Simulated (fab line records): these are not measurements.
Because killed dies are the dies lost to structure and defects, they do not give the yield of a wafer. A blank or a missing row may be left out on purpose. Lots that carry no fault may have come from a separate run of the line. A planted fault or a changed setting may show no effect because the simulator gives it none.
fab line records -- flow nand_harc
record lots=6, wafers=18, last_day=33
route steps=1302 shown P_BONDPAD@360 END@1302
lots that met no fault: from a run of the same line without faults
start_h: hours from the record's first day to the start of the lot's first wafer shown -- wait_h: how many hours have passed since the lot's step before this one -- " as in the row above -- L1.1+2: a row that stands for several wafers -- - no value, or no start given -- * or withheld: withheld -- < > ~ a bound
route shown NAME@n: a module of which the file shows steps, and the number in the route of the first -- usual: average and standard deviation across the fault-free wafers -- same: alike in all rows -- chamber/n: place in a boat -- sites: per-site readings -- _std_site: how widely they spread, as a standard deviation -- _edge_site: the outer-site mean with the inner-site mean subtracted -- radius_mm: for every site, how far away it sits from the centre of the wafer -- mask NAME#n: copy n -- behind: tool/chamber where the wafer was last shaped -- hold: the reason the lot was held/the length of the hold in hours/how it ended -- device: names the non-switching transistor (n, p or np) -- end of line: the route-end tests of the same wafers -- a step without rows: its recipe alone -- killed: at the first sort, the dies lost to defects and structure; wafer yield is something else -- map: the dies of a wafer, with x for killed, . for not killed, _ for no die there
set.NAME: the setting that was run; set.NAME@STEP: the one run at that earlier step -- model.NAME: the simulator's own value behind a step, which no gauge read
a table for each step, a row for each wafer; lots at some steps of the route
services: from which hour (start_h, from the record's first day; less than 0 if before it) a tool's chamber was out of use, for how many hours, and why
## steps
# step NHARC_P_BONDPAD_EBR_05
# step NHARC_P_BONDPAD_EXPOSE_06
# recipe na=0.55, dose_mj=37.06, mask_id=P_BPAD
# step NHARC_P_BONDPAD_PEB_07
# recipe peb_temp_c=128, peb_time_s=80
# step NHARC_P_BONDPAD_DEVELOP_08
# recipe time_s=50, dev_temp_c=22
# step NHARC_P_BONDPAD_CD_MEAS_09
# recipe target_cd_nm=500, landing_energy_ev=500
# usual cd_nm=499.7/2.5
lot.wafer,tool,chamber,start_h,wait_h,cd_nm
L889.2,cd_sem-01,0,144.77,-,497.8
L889.3,cd_sem-01,0,144.77,-,496.5
L889.6,cd_sem-01,0,144.77,-,498.6
L892.1,cd_sem-02,0,169.58,-,501.5
L892.2,cd_sem-02,0,169.58,-,495.9
L892.3,cd_sem-02,0,169.58,-,500.0
L897.1,cd_sem-02,0,220.68,-,503.5
L897.4,cd_sem-02,0,220.68,-,502.6
L897.6,cd_sem-02,0,220.68,-,500.3
L909.1,cd_sem-03,0,339.06,-,496.4
L909.2,cd_sem-03,0,339.06,-,494.2
L909.6,cd_sem-03,0,339.06,-,495.5
L910.2,cd_sem-02,0,350.27,-,499.5
L910.3,cd_sem-02,0,350.27,-,496.7
L910.6,cd_sem-02,0,350.27,-,500.3
L911.4,cd_sem-01,0,361.63,-,498.7
L911.5,cd_sem-01,0,361.63,-,499.4
L911.6,cd_sem-01,0,361.63,-,497.4
# step NHARC_P_BONDPAD_OVL_MEAS_38
# usual overlay_x_nm=-2/4.6, overlay_y_nm=0/7.3
lot.wafer,tool,chamber,start_h,wait_h,overlay_x_nm,overlay_y_nm
L889.2,overlay-02,-,144.86,-,0,-4
L889.3,overlay-02,-,144.86,-,0,-4
L889.6,overlay-02,-,144.86,-,-1,-4
L892.1,overlay-01,-,169.67,-,-3,6
L892.2,overlay-01,-,169.67,-,-3,6
L892.3,overlay-01,-,169.67,-,-3,6
L897.1,overlay-02,-,220.77,-,1,3
L897.4,overlay-02,-,220.77,-,1,3
L897.6,overlay-02,-,220.77,-,1,3
L909.1,overlay-01,-,339.15,-,-14,-7
L909.2,overlay-01,-,339.15,-,-13,-7
L909.6,overlay-01,-,339.15,-,-14,-7
L910.2,overlay-01,-,350.35,-,-4,-7
L910.3,overlay-01,-,350.35,-,-4,-6
L910.6,overlay-01,-,350.35,-,-3,-7
L911.4,overlay-01,-,361.71,-,-1,0
L911.5,overlay-01,-,361.71,-,-1,-1
L911.6,overlay-01,-,361.71,-,-1,-1
# step NHARC_P_BONDPAD_HARDBAKE_10
# recipe temp_c=118, time_s=65
# step NHARC_P_BONDPAD_DESCUM_11
# recipe time_s=3, o2_flow_sccm=200, ar_flow_sccm=0, bias_power_w=0, chemistry=O2
# usual drypump_motor_current_A=5.6/0.5, oes_product_au=1.003/0.01, rf_vpp_V=57.9/0.87, showerhead_plenum_p_Torr=1.93/0.088, throttle_valve_pct=11.311/0.0087
lot.wafer,tool,chamber,start_h,wait_h,drypump_motor_current_A,oes_product_au,rf_hours_counter_h,rf_vpp_V,showerhead_plenum_p_Torr,throttle_valve_pct
L889.3,rie_diel-03,0,144.98,-,4.9,0.984,1.4,58.9,2.05,11.322
L889.2,rie_diel-03,3,144.98,-,4.8,1.011,1.4,57.8,2.02,11.298
L889.6,rie_diel-03,1,144.98,-,6.3,0.988,-,57.7,1.91,11.298
L892.1,rie_diel-03,2,169.80,-,4.8,0.999,3.7,57.9,2.03,11.295
L892.3,rie_diel-03,3,169.80,-,4.8,1.009,3.8,58.3,2.02,11.306
L892.2,rie_diel-03,0,169.80,-,4.9,1.017,2.7,58.6,2.05,11.323
L897.4,rie_diel-08,0,220.91,-,5.9,0.998,0.4,57.3,2.03,11.318
L897.1,rie_diel-08,1,220.91,-,5.4,1.003,0.4,57.3,1.81,11.323
L897.6,rie_diel-08,3,220.91,-,6.1,1.001,-,57.9,1.96,11.316
L909.1,rie_diel-08,3,339.27,-,6.1,1.017,8.7,57.6,1.96,11.320
L909.2,rie_diel-08,0,339.27,-,5.9,1.007,6.0,57.5,2.03,11.313
L909.6,rie_diel-08,3,339.27,-,6.1,1.013,-,58.2,1.96,11.313
L910.2,rie_diel-03,2,350.49,-,4.9,0.992,3.6,59.7,2.02,11.321
L910.3,rie_diel-03,3,350.49,-,4.8,1.011,3.7,57.7,2.02,11.319
L910.6,rie_diel-03,0,350.49,-,5.0,0.989,-,58.2,2.05,11.326
L911.4,rie_diel-13,1,361.84,-,5.0,1.018,0.1,58.3,1.83,11.312
L911.5,rie_diel-13,0,361.84,-,5.6,1.000,-,58.4,2.02,11.312
L911.6,rie_diel-13,1,361.84,-,5.0,1.004,-,57.0,1.83,11.301
# step NHARC_P_BONDPAD_ETCH_37
# recipe target_depth_a=600, overetch_a=180, time_s=65.91, ion_energy_ev=200, n2_flow_sccm=150, h2_flow_sccm=150, ar_flow_sccm=0, rf_w=400, bias_w=150, chemistry=N2/H2
# usual drypump_motor_current_A=5.6/0.5, n2_flow_sccm=150.0/0.43, oes_product_au=1.004/0.01, rf_vpp_V=431.1/2.8, run_length_s=87.5/0.45, showerhead_plenum_p_Torr=2.06/0.097, throttle_valve_pct=14.172/0.0092
lot.wafer,tool,chamber,start_h,wait_h,drypump_motor_current_A,n2_flow_sccm,oes_product_au,rf_hours_counter_h,rf_vpp_V,run_length_s,showerhead_plenum_p_Torr,throttle_valve_pct
L889.3,rie_diel-03,0,145.07,0.1,4.9,149.9,0.991,1.4,435.0,86.8,2.19,14.179
L889.2,rie_diel-03,1,145.07,0.1,6.3,150.0,0.996,1.3,430.3,87.8,2.04,14.177
L889.6,rie_diel-03,1,145.07,0.1,6.3,149.6,0.997,-,430.8,87.7,2.04,14.165
L892.1,rie_diel-03,3,169.88,0.1,4.8,150.3,1.004,3.8,434.9,87.3,2.16,14.166
L892.3,rie_diel-03,0,169.88,0.1,4.9,150.5,1.001,2.7,435.2,87.1,2.19,14.176
L892.2,rie_diel-03,2,169.88,0.1,4.8,150.4,0.998,3.7,434.3,87.6,2.16,14.171
L897.4,rie_diel-08,3,220.99,0.1,6.1,149.7,1.020,0.3,432.4,87.4,2.10,14.166
L897.1,rie_diel-08,1,220.99,0.1,5.5,149.7,1.011,0.4,428.1,87.9,1.93,14.162
L897.6,rie_diel-08,2,220.99,0.1,5.9,150.4,1.012,-,427.9,87.8,1.98,14.198
L909.1,rie_diel-08,3,339.36,0.1,6.1,150.1,1.012,8.7,433.3,87.7,2.09,14.164
L909.2,rie_diel-08,1,339.36,0.1,5.5,149.9,1.011,7.6,427.0,87.7,1.93,14.173
L909.6,rie_diel-08,3,339.36,0.1,6.1,149.7,1.014,-,431.5,87.7,2.09,14.167
L910.2,rie_diel-03,2,350.56,0.1,4.8,150.0,0.992,3.6,432.7,87.5,2.16,14.190
L910.3,rie_diel-03,3,350.56,0.1,4.8,150.2,1.014,3.7,433.8,87.4,2.15,14.165
L910.6,rie_diel-03,2,350.56,0.1,4.9,150.0,0.986,-,434.6,87.6,2.16,14.173
L911.4,rie_diel-13,1,361.92,0.1,5.1,150.4,1.005,0.1,428.1,88.2,1.95,14.186
L911.6,rie_diel-13,1,361.92,0.1,5.0,149.7,1.006,-,429.0,88.1,1.95,14.170
L911.5,rie_diel-13,2,361.92,0.1,6.2,150.2,1.000,-,427.9,87.6,1.96,14.156
# step NHARC_P_BONDPAD_ETCH_12
# recipe target_depth_a=2000, time_s=100, chf3_flow_sccm=50, o2_flow_sccm=10, ar_flow_sccm=200, rf_w=500, bias_w=200, chemistry=CHF3/O2
# usual drypump_motor_current_A=5.7/0.49, oes_product_au=0.944/0.021, rf_vpp_V=370.9/2.4, run_length_s=121.6/0.42, showerhead_plenum_p_Torr=2.42/0.1, throttle_valve_pct=20.572/0.0084
lot.wafer,tool,chamber,start_h,wait_h,drypump_motor_current_A,oes_product_au,rf_hours_counter_h,rf_vpp_V,run_length_s,showerhead_plenum_p_Torr,throttle_valve_pct
L889.3,rie_diel-03,3,-,-,4.8,0.922,1.4,374.6,121.9,2.53,20.570
L889.2,rie_diel-03,1,-,-,6.3,0.918,1.3,370.5,122.4,2.40,20.576
L889.6,rie_diel-03,2,-,-,4.8,0.912,-,374.4,122.4,2.54,20.583
L892.2,rie_diel-03,1,-,-,6.3,0.915,3.7,371.3,122.1,2.40,20.588
L892.3,rie_diel-03,2,-,-,4.8,0.916,3.8,373.9,122.4,2.54,20.587
L892.1,rie_diel-03,3,-,-,4.8,0.937,3.9,372.0,121.4,2.53,20.567
L897.1,rie_diel-08,2,-,-,5.8,0.934,0.4,371.7,121.9,2.34,20.581
L897.4,rie_diel-08,3,-,-,6.1,0.928,0.4,373.4,121.5,2.46,20.576
L897.6,rie_diel-08,2,-,-,5.8,0.933,-,368.7,122.0,2.34,20.563
L909.1,rie_diel-08,2,-,-,5.9,0.967,6.2,369.7,121.7,2.34,20.572
L909.2,rie_diel-08,0,-,-,5.9,0.961,6.0,373.6,120.9,2.54,20.569
L909.6,rie_diel-08,3,-,-,6.2,0.971,-,372.1,121.6,2.46,20.572
L910.2,rie_diel-03,3,-,-,4.8,0.931,3.8,372.8,121.4,2.53,20.556
L910.3,rie_diel-03,0,-,-,4.9,0.923,3.4,375.2,121.0,2.56,20.576
L910.6,rie_diel-03,2,-,-,4.9,0.918,-,372.3,121.8,2.53,20.564
L911.4,rie_diel-13,1,-,-,5.0,0.963,0.1,369.5,121.9,2.30,20.571
L911.5,rie_diel-13,2,-,-,6.2,0.974,-,367.7,121.6,2.32,20.566
L911.6,rie_diel-13,3,-,-,6.1,0.974,-,369.0,121.5,2.31,20.559
# step NHARC_P_BONDPAD_CD_MEAS_13
# usual cd_nm=498.8/2.7
lot.wafer,tool,chamber,start_h,wait_h,cd_nm
L889.2,cd_sem-03,-,145.30,-,495.6
L889.3,cd_sem-03,-,145.30,-,495.0
L889.6,cd_sem-03,-,145.30,-,497.5
L892.1,cd_sem-01,-,170.11,-,499.6
L892.2,cd_sem-01,-,170.11,-,495.9
L892.3,cd_sem-01,-,170.11,-,498.0
L897.1,cd_sem-01,-,221.21,-,501.7
L897.4,cd_sem-01,-,221.21,-,500.6
L897.6,cd_sem-01,-,221.21,-,500.0
L909.1,cd_sem-02,-,339.59,-,496.1
L909.2,cd_sem-02,-,339.59,-,492.1
L909.6,cd_sem-02,-,339.59,-,495.0
L910.2,cd_sem-02,-,350.79,-,498.2
L910.3,cd_sem-02,-,350.79,-,496.7
L910.6,cd_sem-02,-,350.79,-,500.1
L911.4,cd_sem-01,-,362.15,-,498.1
L911.5,cd_sem-01,-,362.15,-,499.0
L911.6,cd_sem-01,-,362.15,-,496.5
# step NHARC_P_BONDPAD_STRIP_15
# recipe o2_flow_sccm=500, ar_flow_sccm=0, bias_w=0, chemistry=O2
# usual drypump_motor_current_A=5.6/0.53, oes_product_au=1.001/0.011, rf_vpp_V=57.9/0.88, showerhead_plenum_p_Torr=3.54/0.15, throttle_valve_pct=17.035/0.0095
lot.wafer,tool,chamber,start_h,wait_h,drypump_motor_current_A,oes_product_au,rf_hours_counter_h,rf_vpp_V,showerhead_plenum_p_Torr,throttle_valve_pct
L889.2,rie_diel-13,2,145.40,0.1,6.2,0.999,3.9,56.7,3.41,17.035
L889.3,rie_diel-13,2,145.40,0.1,6.2,0.986,-,58.3,3.41,17.050
L889.6,rie_diel-13,3,145.40,0.1,6.1,1.005,-,56.7,3.40,17.025
L892.3,rie_diel-03,2,170.18,0.1,4.8,0.994,3.8,58.5,3.72,17.044
L892.2,rie_diel-03,3,170.18,0.1,4.8,1.002,3.9,57.9,3.72,17.040
L892.1,rie_diel-03,0,170.18,0.1,5.0,1.004,2.8,59.0,3.76,17.044
L897.1,rie_diel-13,1,221.32,0.1,5.1,1.013,1.0,58.1,3.39,17.030
L897.4,rie_diel-13,2,221.32,0.1,6.2,1.002,1.0,57.6,3.41,17.030
L897.6,rie_diel-13,3,221.32,0.1,6.1,1.014,-,58.9,3.40,17.033
L909.1,rie_diel-03,1,339.69,0.1,6.3,0.993,3.2,56.6,3.52,17.045
L909.2,rie_diel-03,2,339.69,0.1,4.8,0.999,3.5,58.0,3.72,17.050
L909.6,rie_diel-03,3,339.69,0.1,4.8,1.013,-,58.8,3.71,17.046
L910.3,rie_diel-03,2,350.88,0.1,4.9,0.997,3.7,57.9,3.72,17.049
L910.2,rie_diel-03,0,350.88,0.1,5.0,0.990,3.5,59.0,3.76,17.033
L910.6,rie_diel-03,2,350.88,0.1,4.9,0.992,-,58.9,3.72,17.046
L911.4,rie_diel-13,1,362.24,0.1,5.1,1.001,0.2,57.2,3.39,17.024
L911.5,rie_diel-13,0,362.24,0.1,5.6,1.015,-,59.1,3.71,17.044
L911.6,rie_diel-13,1,362.24,0.1,5.1,1.001,-,57.4,3.39,17.045
# step NHARC_P_BONDPAD_ETCH_24
# recipe target_depth_a=300, over_etch_frac=0.3, time_s=72.99, ion_energy_ev=150, cf4_flow_sccm=50, n2_flow_sccm=100, ar_flow_sccm=150, rf_w=300, bias_w=100, chemistry=CF4/N2
# usual drypump_motor_current_A=5.6/0.53, n2_flow_sccm=100.03/0.29, oes_product_au=1.001/0.01, rf_vpp_V=314.3/2.2, run_length_s=94.6/0.43, showerhead_plenum_p_Torr=2.64/0.12, throttle_valve_pct=19.795/0.0087
lot.wafer,tool,chamber,start_h,wait_h,drypump_motor_current_A,n2_flow_sccm,oes_product_au,rf_hours_counter_h,rf_vpp_V,run_length_s,showerhead_plenum_p_Torr,throttle_valve_pct
L889.2,rie_diel-13,3,145.63,0.2,6.1,100.05,1.004,3.5,310.3,94.4,2.53,19.793
L889.3,rie_diel-13,2,145.63,0.2,6.1,99.95,1.011,-,311.3,94.5,2.54,19.800
L889.6,rie_diel-13,2,145.63,0.2,6.2,99.75,1.002,-,313.9,94.7,2.54,19.797
L892.2,rie_diel-03,3,170.33,-,4.8,99.69,1.002,3.9,315.6,94.5,2.77,19.792
L892.3,rie_diel-03,1,170.33,-,6.3,100.03,0.991,3.8,315.0,95.1,2.63,19.812
L892.1,rie_diel-03,2,170.33,-,4.9,99.68,1.012,3.8,316.8,94.8,2.77,19.781
L897.4,rie_diel-13,3,221.44,-,6.1,99.94,1.008,0.1,312.0,94.9,2.53,19.803
L897.1,rie_diel-13,0,221.44,-,5.6,99.72,1.023,1.0,317.0,93.9,2.77,19.782
L897.6,rie_diel-13,2,221.44,-,6.2,100.03,0.995,-,313.7,94.6,2.54,19.802
L909.2,rie_diel-03,1,339.83,-,6.3,99.76,0.984,3.2,312.2,62.1,2.62,19.759
L909.1,rie_diel-03,2,339.83,-,4.8,100.26,0.974,3.5,316.0,61.9,2.77,19.796
L909.6,rie_diel-03,3,339.83,-,4.8,99.92,0.999,-,316.1,62.0,2.76,19.779
L910.3,rie_diel-03,1,351.01,-,6.3,99.84,0.974,3.4,314.4,62.0,2.62,19.805
L910.2,rie_diel-03,0,351.01,-,5.0,99.52,0.995,3.5,318.8,61.6,2.80,19.791
L910.6,rie_diel-03,2,351.01,-,4.8,100.36,0.996,-,315.8,62.4,2.77,19.795
L911.4,rie_diel-13,0,362.39,-,5.6,99.84,1.001,0.2,317.2,93.8,2.77,19.799
L911.5,rie_diel-13,1,362.39,-,5.0,100.29,1.003,-,311.9,95.6,2.52,19.805
L911.6,rie_diel-13,2,362.39,-,6.2,100.16,0.998,-,312.3,94.5,2.53,19.800
# step NHARC_P_BONDPAD_STRIP_16
# recipe time_s=600, temp_c=30, chemistry=post_etch_residue_remover
# step NHARC_END_SORT_01
# recipe temp_c=25
# usual defect_limited_yield=90.9/2.6, killed_at_array=57/18, killed_at_other=0.9/1.3, killed_at_periphery=3.5/2.2, killed_dies=62/18, killed_open=3.0/1.7, killed_short=2.3/1.5
# same gross_dies=677
lot.wafer,tool,chamber,start_h,wait_h,hold,defect_limited_yield[%],killed_at_array,killed_at_other,killed_at_periphery,killed_dies,killed_open,killed_short
L889.2,prober-02,0,570.71,2.8,-,91.1,53,0,7,60,2,2
L889.3,prober-02,0,571.52,3.1,-,91.3,48,1,10,59,4,2
L889.6,prober-02,0,573.96,4.1,-,92.6,45,0,5,50,2,0
L892.1,prober-01,0,591.19,2.5,-,88.0,80,0,1,81,0,4
L892.2,prober-01,0,591.99,2.8,-,88.8,74,0,2,76,3,3
L892.3,prober-01,0,592.80,3.1,-,86.7,83,1,6,90,8,2
L897.1,prober-01,0,651.55,2.5,-,86.1,87,1,6,94,4,3
L897.4,prober-01,0,653.95,3.4,-,90.1,62,1,4,67,4,1
L897.6,prober-01,0,655.56,4.0,-,86.3,88,1,4,93,2,1
L909.1,prober-01,0,761.81,2.5,await_dispo/4.2h/scrap,0,63,0,614,677,4,1
L909.2,prober-01,0,762.60,2.8,await_dispo/4.2h/scrap,0,64,0,613,677,3,0
L909.6,prober-01,0,765.74,3.9,await_dispo/4.2h/scrap,0,66,0,611,677,2,1
L910.2,prober-01,0,772.78,2.8,await_dispo/3.1h/scrap,0,50,6,621,677,4,5
L910.3,prober-01,0,773.59,3.1,await_dispo/3.1h/scrap,0,39,7,631,677,4,1
L910.6,prober-01,0,776.02,4.1,await_dispo/3.1h/scrap,0,38,3,636,677,1,2
L911.4,prober-02,0,789.25,3.4,-,94.2,35,0,4,39,2,2
L911.5,prober-02,0,790.04,3.7,-,93.1,42,0,5,47,3,2
L911.6,prober-02,0,790.83,3.9,-,92.0,49,1,4,54,5,1
# killed by level:class
L889.2 A_SLIT:chamber_film_flake=26 A_CHANNEL_HOLE_D2:chamber_film_flake=12 P_M2:chamber_film_flake=4 A_CHANNEL_FILL_D2:chamber_film_flake=3 A_SGD_CUT:chamber_film_flake=3 A_CONTACT:chamber_film_flake=3 P_GATE:chamber_film_flake=2 P_GATE:geometric_particle:open=1
L889.3 A_SLIT:chamber_film_flake=21 A_CHANNEL_HOLE_D2:chamber_film_flake=8 A_CHANNEL_FILL_D2:chamber_film_flake=4 A_SGD_CUT:chamber_film_flake=4 A_CONTACT:chamber_film_flake=3 P_GATE:geometric_particle:open=2 P_ZERO_WELL:chamber_film_flake=2 P_STI:chamber_film_flake=2
L889.6 A_SLIT:chamber_film_flake=23 A_CHANNEL_HOLE_D2:chamber_film_flake=9 P_GATE:chamber_film_flake=3 A_CHANNEL_HOLE_D1:chamber_film_flake=3 A_CHANNEL_FILL_D2:chamber_film_flake=3 A_CONTACT:chamber_film_flake=3 A_STAIRCASE:geometric_particle:open=1 A_BLC:geometric_particle:open=1
L892.1 A_CHANNEL_HOLE_D2:chamber_film_flake=36 A_CHANNEL_HOLE_D1:chamber_film_flake=30 A_CONTACT:chamber_film_flake=4 A_CHANNEL_FILL_D2:chamber_film_flake=3 A_BONDPAD:chamber_film_flake=2 A_ONON_D2:geometric_particle:short=1 A_CHANNEL_FILL_D2:geometric_particle:short=1 A_SGD_CUT:geometric_particle:short=1
L892.2 A_CHANNEL_HOLE_D1:chamber_film_flake=33 A_CHANNEL_HOLE_D2:chamber_film_flake=29 A_CHANNEL_FILL_D2:chamber_film_flake=3 A_CHANNEL_FILL_D1:geometric_particle:short=2 A_M0:geometric_particle:open=2 P_GATE:chamber_film_flake=2 A_CONTACT:chamber_film_flake=2 A_ONON_D1:geometric_particle:open=1
L892.3 A_CHANNEL_HOLE_D2:chamber_film_flake=35 A_CHANNEL_HOLE_D1:chamber_film_flake=25 A_CONTACT:chamber_film_flake=8 A_STAIRCASE:chamber_film_flake=3 A_ONON_D1:geometric_particle:open=2 A_M1:geometric_particle:open=2 P_STI:chamber_film_flake=2 A_CHANNEL_FILL_D2:chamber_film_flake=2
L897.1 A_CHANNEL_HOLE_D2:chamber_film_flake=28 A_SLIT:chamber_film_flake=28 A_CHANNEL_HOLE_D1:chamber_film_flake=18 A_CONTACT:chamber_film_flake=7 P_M0:geometric_particle:open=2 P_CONTACT:chamber_film_flake=2 P_GATE:geometric_particle:short=1 A_CHANNEL_FILL_D1:geometric_particle:open=1
L897.4 A_CHANNEL_HOLE_D2:chamber_film_flake=20 A_CHANNEL_HOLE_D1:chamber_film_flake=17 A_SLIT:chamber_film_flake=13 A_CONTACT:chamber_film_flake=4 P_ZERO_WELL:chamber_film_flake=3 A_SGD_CUT:geometric_particle:open=1 A_SGD_CUT:geometric_particle:short=1 A_WL_FILL:geometric_particle:open=1
L897.6 A_SLIT:chamber_film_flake=36 A_CHANNEL_HOLE_D1:chamber_film_flake=22 A_CHANNEL_HOLE_D2:chamber_film_flake=21 A_CONTACT:chamber_film_flake=4 A_ONON_D2:geometric_particle:open=2 P_STI:chamber_film_flake=2 P_CONTACT:chamber_film_flake=2 A_SGD_CUT:geometric_particle:short=1
L909.1 P_BONDPAD:area_etch=610 A_CHANNEL_HOLE_D1:chamber_film_flake=24 A_CHANNEL_HOLE_D2:chamber_film_flake=24 A_STAIRCASE:chamber_film_flake=6 A_CONTACT:chamber_film_flake=4 P_ZERO_WELL:chamber_film_flake=2 P_M0:geometric_particle:open=1 P_M1:geometric_particle:open=1
L909.2 P_BONDPAD:area_etch=609 A_CHANNEL_HOLE_D2:chamber_film_flake=23 A_CHANNEL_HOLE_D1:chamber_film_flake=18 A_STAIRCASE:chamber_film_flake=8 A_CONTACT:chamber_film_flake=7 A_SLIT:chamber_film_flake=4 P_M0:geometric_particle:open=1 A_SOURCE_PLATE:geometric_particle:open=1
L909.6 P_BONDPAD:area_etch=608 A_CHANNEL_HOLE_D2:chamber_film_flake=29 A_CHANNEL_HOLE_D1:chamber_film_flake=22 A_SLIT:chamber_film_flake=6 A_CHANNEL_FILL_D1:chamber_film_flake=2 A_STAIRCASE:chamber_film_flake=2 A_CONTACT:chamber_film_flake=2 P_CONTACT:geometric_particle:open=1
L910.2 P_BONDPAD:area_etch=617 A_CHANNEL_HOLE_D1:chamber_film_flake=27 THIN_TSV:chamber_film_flake=6 A_SLIT:chamber_film_flake=5 A_CONTACT:chamber_film_flake=5 P_GATE:geometric_particle:open=2 A_DECK1_JOINT:chamber_film_flake=2 A_CHANNEL_FILL_D2:chamber_film_flake=2
L910.3 P_BONDPAD:area_etch=627 A_CHANNEL_HOLE_D1:chamber_film_flake=16 THIN_TSV:chamber_film_flake=7 A_SLIT:chamber_film_flake=5 P_GATE:chamber_film_flake=4 A_CHANNEL_FILL_D2:chamber_film_flake=4 A_STAIRCASE:chamber_film_flake=3 A_CONTACT:chamber_film_flake=2
L910.6 P_BONDPAD:area_etch=635 A_CHANNEL_HOLE_D1:chamber_film_flake=20 A_SLIT:chamber_film_flake=6 A_CONTACT:chamber_film_flake=4 A_STAIRCASE:chamber_film_flake=3 THIN_TSV:chamber_film_flake=3 A_ONON_D2:geometric_particle:short=1 A_CHANNEL_FILL_D2:geometric_particle:open=1
L911.4 A_CHANNEL_HOLE_D1:chamber_film_flake=13 A_SLIT:chamber_film_flake=10 A_CONTACT:chamber_film_flake=3 P_GATE:chamber_film_flake=2 A_STAIRCASE:chamber_film_flake=2 P_CONTACT:geometric_particle:open=1 A_ONON_D2:geometric_particle:open=1 A_SGD_CUT:geometric_particle:short=1
L911.5 A_CHANNEL_HOLE_D1:chamber_film_flake=16 A_SLIT:chamber_film_flake=12 A_CONTACT:chamber_film_flake=4 P_BONDPAD:chamber_film_flake=3 A_CHANNEL_FILL_D2:geometric_particle:short=2 A_ZERO_WELL:chamber_film_flake=2 A_SOURCE_PLATE:geometric_particle:open=1 A_CHANNEL_HOLE_D2:geometric_particle:open=1
L911.6 A_CHANNEL_HOLE_D1:chamber_film_flake=17 A_SLIT:chamber_film_flake=17 P_BONDPAD:chamber_film_flake=3 A_ZERO_WELL:chamber_film_flake=3 A_CONTACT:chamber_film_flake=3 A_CHANNEL_FILL_D1:chamber_film_flake=2 P_GATE:geometric_particle:open=1 A_CHANNEL_HOLE_D1:geometric_particle:open=1
# map L909.1 (x killed, . not)
____________x____________
_________xxxxxxx_________
_______xxxxxxxxxxx_______
______xxxxxxxxxxxxx______
_____xxxxxxxxxxxxxxx_____
____xxxxxxxxxxxxxxxxx____
____xxxxxxxxxxxxxxxxx____
___xxxxxxxxxxxxxxxxxxx___
___xxxxxxxxxxxxxxxxxxx___
__xxxxxxxxxxxxxxxxxxxxx__
__xxxxxxxxxxxxxxxxxxxxx__
_xxxxxxxxxxxxxxxxxxxxxxx_
_xxxxxxxxxxxxxxxxxxxxxxx_
_xxxxxxxxxxxxxxxxxxxxxxx_
_xxxxxxxxxxxxxxxxxxxxxxx_
_xxxxxxxxxxxxxxxxxxxxxxx_
xxxxxxxxxxxxxxxxxxxxxxxxx
xxxxxxxxxxxxxxxxxxxxxxxxx
xxxxxxxxxxxxxxxxxxxxxxxxx
xxxxxxxxxxxxxxxxxxxxxxxxx
xxxxxxxxxxxxxxxxxxxxxxxxx
_xxxxxxxxxxxxxxxxxxxxxxx_
_xxxxxxxxxxxxxxxxxxxxxxx_
_xxxxxxxxxxxxxxxxxxxxxxx_
_xxxxxxxxxxxxxxxxxxxxxxx_
_xxxxxxxxxxxxxxxxxxxxxxx_
__xxxxxxxxxxxxxxxxxxxxx__
__xxxxxxxxxxxxxxxxxxxxx__
___xxxxxxxxxxxxxxxxxxx___
___xxxxxxxxxxxxxxxxxxx___
____xxxxxxxxxxxxxxxxx____
____xxxxxxxxxxxxxxxxx____
_____xxxxxxxxxxxxxxx_____
______xxxxxxxxxxxxx______
_______xxxxxxxxxxx_______
_________xxxxxxx_________
____________x____________
# map L910.2 (x killed, . not)
____________x____________
_________xxxxxxx_________
_______xxxxxxxxxxx_______
______xxxxxxxxxxxxx______
_____xxxxxxxxxxxxxxx_____
____xxxxxxxxxxxxxxxxx____
____xxxxxxxxxxxxxxxxx____
___xxxxxxxxxxxxxxxxxxx___
___xxxxxxxxxxxxxxxxxxx___
__xxxxxxxxxxxxxxxxxxxxx__
__xxxxxxxxxxxxxxxxxxxxx__
_xxxxxxxxxxxxxxxxxxxxxxx_
_xxxxxxxxxxxxxxxxxxxxxxx_
_xxxxxxxxxxxxxxxxxxxxxxx_
_xxxxxxxxxxxxxxxxxxxxxxx_
_xxxxxxxxxxxxxxxxxxxxxxx_
xxxxxxxxxxxxxxxxxxxxxxxxx
xxxxxxxxxxxxxxxxxxxxxxxxx
xxxxxxxxxxxxxxxxxxxxxxxxx
xxxxxxxxxxxxxxxxxxxxxxxxx
xxxxxxxxxxxxxxxxxxxxxxxxx
_xxxxxxxxxxxxxxxxxxxxxxx_
_xxxxxxxxxxxxxxxxxxxxxxx_
_xxxxxxxxxxxxxxxxxxxxxxx_
_xxxxxxxxxxxxxxxxxxxxxxx_
_xxxxxxxxxxxxxxxxxxxxxxx_
__xxxxxxxxxxxxxxxxxxxxx__
__xxxxxxxxxxxxxxxxxxxxx__
___xxxxxxxxxxxxxxxxxxx___
___xxxxxxxxxxxxxxxxxxx___
____xxxxxxxxxxxxxxxxx____
____xxxxxxxxxxxxxxxxx____
_____xxxxxxxxxxxxxxx_____
______xxxxxxxxxxxxx______
_______xxxxxxxxxxx_______
_________xxxxxxx_________
____________x____________
## services
tool,chamber,start_h,hours,kind
rie_diel-13,0,135.62,14.8,repair
rie_diel-03,0,137.80,-,clean
rie_diel-03,1,137.80,-,clean
rie_diel-03,2,137.80,-,clean
rie_diel-03,3,137.80,-,clean
rie_diel-13,1,142.03,8.9,repair
rie_diel-03,0,155.35,6.5,repair
rie_diel-03,0,162.30,-,clean
rie_diel-03,1,162.30,-,clean
rie_diel-03,2,162.30,-,clean
rie_diel-03,3,162.30,-,clean
rie_diel-13,-,165.00,9.0,pm
rie_diel-13,3,183.32,19.9,repair
rie_diel-03,0,186.80,-,clean
rie_diel-03,1,186.80,-,clean
rie_diel-08,-,190.80,9.0,pm
rie_diel-03,3,200.64,1.8,repair
rie_diel-08,2,240.38,14.4,repair
rie_diel-08,0,248.12,31.5,repair
rie_diel-13,3,250.94,1.7,repair
rie_diel-08,-,271.13,0.5,repair
rie_diel-03,-,281.30,9.0,pm
rie_diel-08,0,288.45,7.4,repair
rie_diel-13,-,342.00,9.0,pm
## key
first_sign step=NHARC_P_BONDPAD_ETCH_24, reading=run_length_s, direction=down, sigmas=75, usual=*, struck=*
effect step=NHARC_END_SORT_01, reading=killed_at_periphery, direction=up, sigmas=99+, usual=3.5, struck=621
more_kills_born_at NHARC_P_BONDPAD_ETCH_24@rie_diel-03=3706
met_at NHARC_P_BONDPAD_ETCH_24
struck_wafers L909.1,L909.2,L909.6,L910.2,L910.3,L910.6
later_rows_left_out L909.1,L909.2,L909.6,L910.2,L910.3,L910.6
onset_between 170.33 339.83
fault kind=process_parameter_drift, tool=rie_diel-03, chamber=-, onset_h=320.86, steps=NHARC_P_BONDPAD_ETCH_24, channel=time_s, offset=*, shape=step, end_h=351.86, acts_in=*, stated=*
# later_rows_left_out: the simulator's readings of these wafers behind a module that went badly wrong aren't trusted and aren't shown, but for the sort
